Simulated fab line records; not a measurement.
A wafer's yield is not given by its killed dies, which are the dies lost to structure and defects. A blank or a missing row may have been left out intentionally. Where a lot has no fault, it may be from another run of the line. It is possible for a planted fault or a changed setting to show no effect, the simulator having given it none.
Matching of chambers ; flow n5_finfet ; rie_diel-02 running N5_BEOL_M15_DESCUM_33: 4 sister chambers
The step chemistry O2, time 7.9 s. 4 wafers are shown with their chamber, then 10 later ones without.

EACH WAFER AND ITS CHAMBER
wafer;chamber;drypump_motor_current_A (A)
L085.3;3;6.4
L088.3;2;5.8
L090.2;1;5.2
L090.4;0;5.9

WAFERS WHOSE CHAMBER IS MISSING
wafer;drypump_motor_current_A (A)
L090.6;5.2
L091.1;5.8
L091.3;5.1
L091.6;5.9
L096.1;5.9
L096.2;6.4
L096.3;5.2
L094.1;5.9
L094.2;6.4
L094.6;6.4

EACH ONE'S CHAMBER
wafer;from the rows above;in truth
L090.6;1;1
L091.1;2;2
L091.3;1;1
L091.6;0;0
L096.1;0;0
L096.2;3;3
L096.3;1;1
L094.1;0;0
L094.2;3;3
L094.6;3;3
Correctly placed: 10 of 10. From these rows, 0 cannot be placed. Placed wrongly: 0.
How it was worked out, from the rows above alone: a wafer's distance from a chamber is the root of the sum, over the readings, of the square of ((its reading less the chamber's mean) divided by the reading's scatter). The wafer belongs to the nearest chamber; if the next one is less than 2 further off, it can't be placed. Each chamber's mean is taken over the wafers shown for it. The scatter (one wafer shown for each chamber): square how far every hidden wafer sits from the nearest shown wafer, average those squares and take the square root.
